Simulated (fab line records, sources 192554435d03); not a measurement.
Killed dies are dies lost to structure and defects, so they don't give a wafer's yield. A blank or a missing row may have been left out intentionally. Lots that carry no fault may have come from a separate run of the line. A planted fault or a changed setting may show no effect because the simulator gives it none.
Which tool did it?	flow n5_finfet	Sampling: 22 lots, 66 wafers, 6 of 1938 route steps

== WHAT THE GAUGES SHOWED, per wafer ==
Not one reading of a measure or inspect step in the record can be checked against a usual standard deviation.

== EACH LOT AND THE TOOL THAT RAN IT (in order: tool; ch and the chambers of the sampled wafers; start) ==
lot	N5_HKMG_FIN_DESCUM_17	N5_HKMG_FIN_ETCH_32	N5_HKMG_FIN_ETCH_86	N5_HKMG_FIN_CMP_94	N5_GATE_CUT_STRIP_59	N5_GATE_CUT_STRIP_21
L074	rie_diel-02 ch 0,1,3, day 4 07:48	rie_diel-02 ch 0,1,3, day 4 07:53	rie_diel-06 ch 0,1,2, day 4 09:07	cmp-03 ch 0,2, day 4 11:57	rie_diel-05 ch 0,2,3, day 4 12:37	plasma_asher-02 ch 0,1, day 4 16:42
L075	rie_diel-03 ch 0,1, day 4 10:50	rie_diel-03 ch 0,1, day 4 10:56	rie_diel-02 ch 0,2,3, day 4 12:14	cmp-02 ch 2,3, day 4 15:04	rie_diel-01 ch 1,2, day 4 15:43	plasma_asher-02 ch 0,1, day 4 19:48
L076	rie_diel-06 ch 1,2,3, day 4 14:43	rie_diel-06 ch 1,2,3, day 4 14:49	rie_diel-06 ch 1,2,3, day 4 16:02	cmp-03 ch 0,3, day 4 18:56	rie_diel-05 ch 0,2, day 4 19:35	plasma_asher-01 ch 0,1, day 5 00:04
L077	rie_diel-06 ch 0,1,2, day 4 21:37	rie_diel-06 ch 0,1,2, day 4 21:43	rie_diel-03 ch 0,1,3, day 4 22:56	cmp-02 ch 1,2,3, day 5 01:56	rie_diel-05 ch 1,2,3, day 5 02:35	plasma_asher-02 ch 0,1, day 5 08:46
L078	rie_diel-02 ch 1,3, day 5 02:55	rie_diel-02 ch 1,3, day 5 03:00	rie_diel-03 ch 0,1,2, day 5 04:14	cmp-03 ch 1,2,3, day 5 07:09	rie_diel-05 ch 1,2, day 5 07:52	plasma_asher-02 ch 0,1, day 5 11:50
L079	rie_diel-03 ch 1,2,3, day 5 09:03	rie_diel-03 ch 1,2,3, day 5 09:08	rie_diel-03 ch 0,2,3, day 5 10:23	cmp-03 ch 0,2,3, day 5 13:13	rie_diel-05 ch 0,1,3, day 5 13:54	plasma_asher-02 ch 0,1, day 5 18:30
L080	rie_diel-06 ch 1,2,3, day 5 13:55	rie_diel-06 ch 1,2,3, day 5 14:01	rie_diel-03 ch 0,2,3, day 5 15:22	cmp-03 ch 0,2,3, day 5 18:16	rie_diel-04 ch 2,3, day 5 18:50	plasma_asher-02 ch 0,1, day 5 23:54
L081	rie_diel-03 ch 0,3, day 5 21:10	rie_diel-03 ch 0,3, day 5 21:16	rie_diel-06 ch 0,3, day 5 22:31	cmp-02 ch 1,3, day 6 01:34	rie_diel-05 ch 1,2,3, day 6 02:14	plasma_asher-02 ch 0,1, day 6 06:13
L082	rie_diel-06 ch 1,2,3, day 6 02:10	rie_diel-06 ch 1,2,3, day 6 02:15	rie_diel-03 ch 2,3, day 6 03:29	cmp-01 ch 0,1,3, day 6 06:23	rie_diel-05 ch 1,2, day 6 06:58	plasma_asher-02 ch 0,1, day 6 10:57
L083	rie_diel-03 ch 0,1,3, day 6 09:53	rie_diel-03 ch 0,1,3, day 6 09:58	rie_diel-03 ch 1,2,3, day 6 11:12	cmp-02 ch 0,1,3, day 6 14:16	rie_diel-04 ch 0,1,3, day 6 14:55	plasma_asher-02 ch 0,1, day 6 18:53
L085	rie_diel-03 ch 0,1,3, day 6 23:13	rie_diel-03 ch 0,1,3, day 6 23:19	rie_diel-02 ch 0,2, day 7 00:37	cmp-02 ch 0,1,3, day 7 03:46	rie_diel-05 ch 0,3, day 7 05:20	plasma_asher-01 ch 0,1, day 7 10:02
L088	rie_diel-06 ch 2,3, day 7 15:37	rie_diel-06 ch 2,3, day 7 15:42	rie_diel-02 ch 0,1, day 7 16:55	cmp-01 ch 0,2,3, day 7 19:45	rie_diel-05 ch 0,2, day 7 20:25	plasma_asher-01 ch 0,1, day 8 00:40
L086	rie_diel-02 ch 0,1, day 7 18:04	rie_diel-02 ch 0,1, day 7 18:09	rie_diel-06 ch 1,2, day 7 19:23	cmp-01 ch 0,2,3, day 7 22:13	rie_diel-05 ch 1,2,3, day 7 22:53	plasma_asher-02 ch 0,1, day 8 02:58
L089	rie_diel-06 ch 1,2,3, day 7 23:32	rie_diel-06 ch 1,2,3, day 7 23:38	rie_diel-03 ch 1,2,3, day 8 00:55	cmp-03 ch 0,1,3, day 8 03:56	rie_diel-05 ch 0,1,3, day 8 04:52	plasma_asher-01 ch 0,1, day 8 08:53
L090	rie_diel-02 ch 0,1,3, day 8 04:37	rie_diel-02 ch 0,1,3, day 8 04:43	rie_diel-02 ch 0,1, day 8 05:56	cmp-03 ch 1,2, day 8 08:53	rie_diel-05 ch 0,1,2, day 8 09:52	plasma_asher-01 ch 0,1, day 8 14:02
L091	rie_diel-03 ch 0,2,3, day 8 10:02	rie_diel-03 ch 0,2,3, day 8 10:07	rie_diel-02 ch 0,1,3, day 8 11:21	cmp-01 ch 0,1,3, day 8 14:20	rie_diel-01 ch 0,1,3, day 8 15:15	plasma_asher-02 ch 0,1, day 8 21:42
L093	rie_diel-02 ch 0,1,3, day 8 23:31	rie_diel-02 ch 0,1,3, day 8 23:36	rie_diel-02 ch 0,2,3, day 9 00:55	cmp-01 ch 0,2,3, day 9 04:06	rie_diel-04 ch 1,2,3, day 9 04:55	plasma_asher-01 ch 0,1, day 9 09:01
L092	rie_diel-03 ch 0,2,3, day 9 01:21	rie_diel-03 ch 0,2,3, day 9 01:26	rie_diel-06 ch 2,3, day 9 02:50	cmp-03 ch 0,2,3, day 9 05:53	rie_diel-05 ch 0,2,3, day 9 06:32	plasma_asher-01 ch 0,1, day 9 10:32
L094	rie_diel-03 ch 1,3, day 9 09:04	rie_diel-03 ch 1,3, day 9 09:09	rie_diel-02 ch 0,3, day 9 10:26	cmp-01 ch 1,2, day 9 13:21	rie_diel-04 ch 0,2,3, day 9 15:41	plasma_asher-02 ch 0,1, day 9 20:11
L095	rie_diel-03 ch 1,2, day 9 11:52	rie_diel-03 ch 1,2, day 9 11:57	rie_diel-02 ch 0,1, day 9 13:14	cmp-03 ch 0,3, day 9 16:16	rie_diel-05 ch 0,1,2, day 9 16:55	plasma_asher-01 ch 0,1, day 9 21:06
L096	rie_diel-03 ch 0,2,3, day 9 18:37	rie_diel-03 ch 0,2,3, day 9 18:42	rie_diel-03 ch 0,3, day 9 19:56	cmp-02 ch 0,1,3, day 9 22:47	rie_diel-05 ch 0,1,2, day 10 01:53	plasma_asher-01 ch 0,1, day 10 06:17
L097	rie_diel-02 ch 0,1,2, day 10 03:46	rie_diel-02 ch 0,1,2, day 10 03:51	rie_diel-02 ch 0,1,3, day 10 05:07	cmp-01 ch 1,3, day 10 07:56	rie_diel-05 ch 0,1,2, day 10 08:36	plasma_asher-02 ch 0, day 10 13:41
- N5_HKMG_FIN_DESCUM_17: chemistry O2, time 7.9 s.
- N5_HKMG_FIN_ETCH_32: etches SOC in N2/H2, target depth 240 nm, time 300 s.
- N5_HKMG_FIN_ETCH_86: etches SOC in N2/H2, stops on TiN, target depth 393.2 nm.
- N5_HKMG_FIN_CMP_94: polishes, stops on SiNx, t overpolish 4.7 s, target thk 43.299 nm.
- N5_GATE_CUT_STRIP_59: strips in N2/H2, time 20 s.
- N5_GATE_CUT_STRIP_21: strips in N2/H2, time 30 s.

== AS READ BY THE TOOLS THEMSELVES (means over the sampled wafers that have a number; for cases with no such wafer, the mark the record gives instead) ==
N5_HKMG_FIN_DESCUM_17. Usual: drypump_motor_current_A 5.8 A, standard deviation 0.41; oes_product_au 0.77 a.u., standard deviation 0.078; rf_vpp_V 243.4 V, standard deviation 1.5; showerhead_plenum_p_Torr 2.10 Torr, standard deviation 0.088; throttle_valve_pct 20.51 %, standard deviation 0.24.
lot	tool	drypump_motor_current_A (A)	oes_product_au (a.u.)	rf_vpp_V (V)	showerhead_plenum_p_Torr (Torr)	throttle_valve_pct (%)	flag
L074	rie_diel-02	5.9	0.76	245.3	2.19	20.62	
L075	rie_diel-03	5.6	0.79	245.4	2.17	20.30	
L076	rie_diel-06	5.7	0.76	242.6	2.04	20.63	
L077	rie_diel-06	5.4	0.72	243.0	2.11	20.69	
L078	rie_diel-02	5.8	0.83	244.6	2.22	20.33	
L079	rie_diel-03	5.8	0.75	242.7	2.06	20.32	
L080	rie_diel-06	5.7	0.75	242.0	2.03	20.65	
L081	rie_diel-03	6.1	0.75	243.4	2.06	20.59	
L082	rie_diel-06	5.7	0.75	242.8	2.03	20.65	
L083	rie_diel-03	5.9	0.75	244.0	2.09	20.45	
L085	rie_diel-03	5.8	0.74	243.1	2.09	20.45	
L088	rie_diel-06	5.7	0.77	241.5	1.98	20.58	
L086	rie_diel-02	6.4	0.89	243.8	2.18	20.39	
L089	rie_diel-06	5.7	0.74	242.1	2.03	20.68	
L090	rie_diel-02	5.9	0.90	244.0	2.18	20.36	
L091	rie_diel-03	6.0	0.73	241.9	2.03	20.51	
L093	rie_diel-02	5.9	0.88	244.9	2.18	20.38	
L092	rie_diel-03	6.0	0.72	242.9	2.02	20.50	
L094	rie_diel-03	5.6	0.74	242.8	2.11	20.35	
L095	rie_diel-03	5.7	0.74	242.8	2.05	20.27	
L096	rie_diel-03	6.0	0.71	242.4	2.02	20.52	
L097	rie_diel-02	6.1	0.86	244.2	2.17	20.45	

N5_HKMG_FIN_ETCH_32. Usual: drypump_motor_current_A 5.8 A, standard deviation 0.4; oes_product_au 0.76 a.u., standard deviation 0.075; rf_vpp_V 523.9 V, standard deviation 3; showerhead_plenum_p_Torr 2.54 Torr, standard deviation 0.1; throttle_valve_pct 17.88 %, standard deviation 0.23.
lot	tool	drypump_motor_current_A (A)	oes_product_au (a.u.)	rf_vpp_V (V)	showerhead_plenum_p_Torr (Torr)	throttle_valve_pct (%)	flag
L074	rie_diel-02	6.0	0.75	527.4	2.64	17.91	
L075	rie_diel-03	5.6	0.79	526.1	2.62	17.62	
L076	rie_diel-06	5.7	0.76	521.7	2.47	18.03	
L077	rie_diel-06	5.4	0.72	524.4	2.56	18.11	
L078	rie_diel-02	5.9	0.82	528.5	2.68	17.68	
L079	rie_diel-03	5.8	0.76	523.1	2.50	17.73	
L080	rie_diel-06	5.7	0.75	521.4	2.47	18.04	
L081	rie_diel-03	6.1	0.75	522.6	2.49	17.90	
L082	rie_diel-06	5.8	0.75	522.0	2.47	18.06	
L083	rie_diel-03	5.8	0.75	523.5	2.53	17.79	
L085	rie_diel-03	5.9	0.75	524.1	2.53	17.80	
L088	rie_diel-06	5.7	0.77	520.1	2.41	17.95	
L086	rie_diel-02	6.4	0.87	526.2	2.64	17.65	
L089	rie_diel-06	5.7	0.73	521.7	2.46	18.08	
L090	rie_diel-02	6.0	0.90	527.0	2.63	17.64	
L091	rie_diel-03	6.0	0.72	522.7	2.45	17.88	
L093	rie_diel-02	6.0	0.87	527.0	2.63	17.66	
L092	rie_diel-03	6.0	0.73	521.3	2.45	17.90	
L094	rie_diel-03	5.7	0.74	524.0	2.57	17.73	
L095	rie_diel-03	5.8	0.74	522.9	2.50	17.71	
L096	rie_diel-03	6.0	0.71	521.4	2.44	17.91	
L097	rie_diel-02	6.1	0.85	527.1	2.63	17.72	

N5_HKMG_FIN_ETCH_86. Usual: drypump_motor_current_A 5.8 A, standard deviation 0.43; oes_product_au 0.78 a.u., standard deviation 0.081; rf_vpp_V 240.6 V, standard deviation 1.6; showerhead_plenum_p_Torr 2.54 Torr, standard deviation 0.11; throttle_valve_pct 17.82 %, standard deviation 0.21.
lot	tool	drypump_motor_current_A (A)	oes_product_au (a.u.)	rf_vpp_V (V)	showerhead_plenum_p_Torr (Torr)	throttle_valve_pct (%)	flag
L074	rie_diel-06	5.4	0.73	241.1	2.56	18.08	
L075	rie_diel-02	5.8	0.69	240.5	2.61	18.12	
L076	rie_diel-06	5.7	0.76	240.9	2.47	18.01	
L077	rie_diel-03	5.9	0.75	240.5	2.54	17.75	
L078	rie_diel-03	5.8	0.77	240.8	2.54	17.67	
L079	rie_diel-03	6.0	0.74	239.2	2.46	17.82	
L080	rie_diel-03	6.0	0.74	239.9	2.46	17.82	
L081	rie_diel-06	5.7	0.76	239.6	2.44	17.92	
L082	rie_diel-03	5.9	0.73	239.3	2.42	17.77	
L083	rie_diel-03	5.8	0.74	239.1	2.50	17.72	
L085	rie_diel-02	6.2	0.86	241.5	2.60	17.84	
L088	rie_diel-02	6.3	0.87	242.2	2.67	17.56	
L086	rie_diel-06	5.5	0.72	240.2	2.52	18.12	
L089	rie_diel-03	5.8	0.73	240.4	2.49	17.73	
L090	rie_diel-02	6.3	0.86	243.0	2.67	17.57	
L091	rie_diel-02	6.0	0.89	241.6	2.63	17.62	
L093	rie_diel-02	5.8	0.91	241.7	2.60	17.72	
L092	rie_diel-06	5.7	0.75	239.2	2.40	17.97	
L094	rie_diel-02	5.6	0.88	241.4	2.59	17.69	
L095	rie_diel-02	6.3	0.84	241.7	2.66	17.61	
L096	rie_diel-03	6.0	0.70	239.7	2.44	17.97	
L097	rie_diel-02	6.0	0.85	241.6	2.62	17.67	

N5_HKMG_FIN_CMP_94. Usual: edge_zone_pressure_frac 1.000, standard deviation 0.0049; motor_current_A 11.4 A, standard deviation 1.2; slurry_filter_dp_kPa 13.50 kPa, standard deviation 0.14.
lot	tool	edge_zone_pressure_frac	motor_current_A (A)	slurry_filter_dp_kPa (kPa)	flag
L074	cmp-03	0.999	11.8	13.43	
L075	cmp-02	0.999	10.8	13.31	
L076	cmp-03	0.994	11.6	13.50	
L077	cmp-02	1.002	10.3	13.51	
L078	cmp-03	0.996	12.2	13.49	
L079	cmp-03	0.996	11.4	13.37	
L080	cmp-03	1.007	11.6	13.40	
L081	cmp-02	1.005	10.5	13.53	
L082	cmp-01	0.998	12.3	13.55	
L083	cmp-02	0.999	10.7	13.55	
L085	cmp-02	1.001	10.6	13.51	
L088	cmp-01	1.003	11.4	13.49	
L086	cmp-01	1.000	12.0	13.59	
L089	cmp-03	1.000	11.7	13.43	
L090	cmp-03	1.000	12.0	13.50	
L091	cmp-01	1.002	12.4	13.45	
L093	cmp-01	1.001	11.2	13.56	
L092	cmp-03	0.998	11.6	13.63	
L094	cmp-01	1.001	12.1	13.62	
L095	cmp-03	1.001	11.1	13.56	
L096	cmp-02	0.998	10.5	13.48	
L097	cmp-01	0.999	12.7	13.47	

N5_GATE_CUT_STRIP_59. Usual: drypump_motor_current_A 5.7 A, standard deviation 0.31; oes_product_au 0.74 a.u., standard deviation 0.055; rf_vpp_V 45.3 V, standard deviation 0.85; showerhead_plenum_p_Torr 3.37 Torr, standard deviation 0.066; throttle_valve_pct 12.18 %, standard deviation 0.17.
lot	tool	drypump_motor_current_A (A)	oes_product_au (a.u.)	rf_vpp_V (V)	showerhead_plenum_p_Torr (Torr)	throttle_valve_pct (%)	flag
L074	rie_diel-05	5.6	0.75	45.1	3.34	12.10	
L075	rie_diel-01	6.0	0.73	45.9	3.45	12.31	
L076	rie_diel-05	5.6	0.77	45.5	3.36	12.03	
L077	rie_diel-05	5.8	0.74	46.2	3.34	12.13	
L078	rie_diel-05	5.8	0.76	44.2	3.36	12.05	
L079	rie_diel-05	5.7	0.72	45.7	3.33	12.22	
L080	rie_diel-04	5.3	0.75	46.1	3.47	12.23	
L081	rie_diel-05	5.8	0.73	45.5	3.34	12.14	
L082	rie_diel-05	5.8	0.74	44.6	3.36	12.18	
L083	rie_diel-04	5.5	0.80	45.6	3.45	12.21	
L085	rie_diel-05	5.7	0.71	45.0	3.31	12.21	
L088	rie_diel-05	5.4	0.74	45.0	3.34	12.17	
L086	rie_diel-05	5.8	0.72	45.1	3.33	12.18	
L089	rie_diel-05	5.7	0.70	45.2	3.32	12.27	
L090	rie_diel-05	5.6	0.72	45.4	3.34	12.19	
L091	rie_diel-01	5.6	0.84	46.2	3.37	11.89	
L093	rie_diel-04	5.5	0.74	45.9	3.41	12.30	
L092	rie_diel-05	5.6	0.71	44.5	3.32	12.18	
L094	rie_diel-04	5.4	0.77	45.2	3.49	12.26	
L095	rie_diel-05	5.6	0.71	45.6	3.33	12.24	
L096	rie_diel-05	5.6	0.71	45.3	3.33	12.25	
L097	rie_diel-05	5.6	0.72	45.0	3.33	12.26	

N5_GATE_CUT_STRIP_21. Usual: drypump_motor_current_A 5.8 A, standard deviation 0.36; heater_power_w 364 W, standard deviation 24.
lot	tool	drypump_motor_current_A (A)	heater_power_w (W)	flag
L074	plasma_asher-02	5.5	384	
L075	plasma_asher-02	5.5	391	
L076	plasma_asher-01	6.0	345	
L077	plasma_asher-02	5.5	384	
L078	plasma_asher-02	5.5	383	
L079	plasma_asher-02	5.5	386	
L080	plasma_asher-02	5.7	371	
L081	plasma_asher-02	5.5	386	
L082	plasma_asher-02	5.5	389	
L083	plasma_asher-02	5.7	372	
L085	plasma_asher-01	6.1	346	
L088	plasma_asher-01	5.9	341	
L086	plasma_asher-02	5.7	368	
L089	plasma_asher-01	5.9	341	
L090	plasma_asher-01	6.0	339	
L091	plasma_asher-02	5.5	382	
L093	plasma_asher-01	6.1	339	
L092	plasma_asher-01	6.1	339	
L094	plasma_asher-02	5.7	371	
L095	plasma_asher-01	6.0	345	
L096	plasma_asher-01	5.9	344	
L097	plasma_asher-02	5.3	395	

== THE ANSWER, worked out from the rows above alone ==
Rule: a lot counts as off when the mean over its wafers that have a number is more than 3 standard deviations away from the usual mean. Also off: a lot with no number at a reading for which 4 or more lots have one. Where the step has rows for the other lots, those lots are counted as sound. The gauges are gone through in route order, then the tools' own readings, and for those a lot's mean is taken as printed above. At the first step where some lot is off, the reading lying furthest off is the one used; lots without a number count as furthest.
No lot is off at any reading shown: from this, nothing can be told.

== WHAT THE SIMULATOR PUT IN ==
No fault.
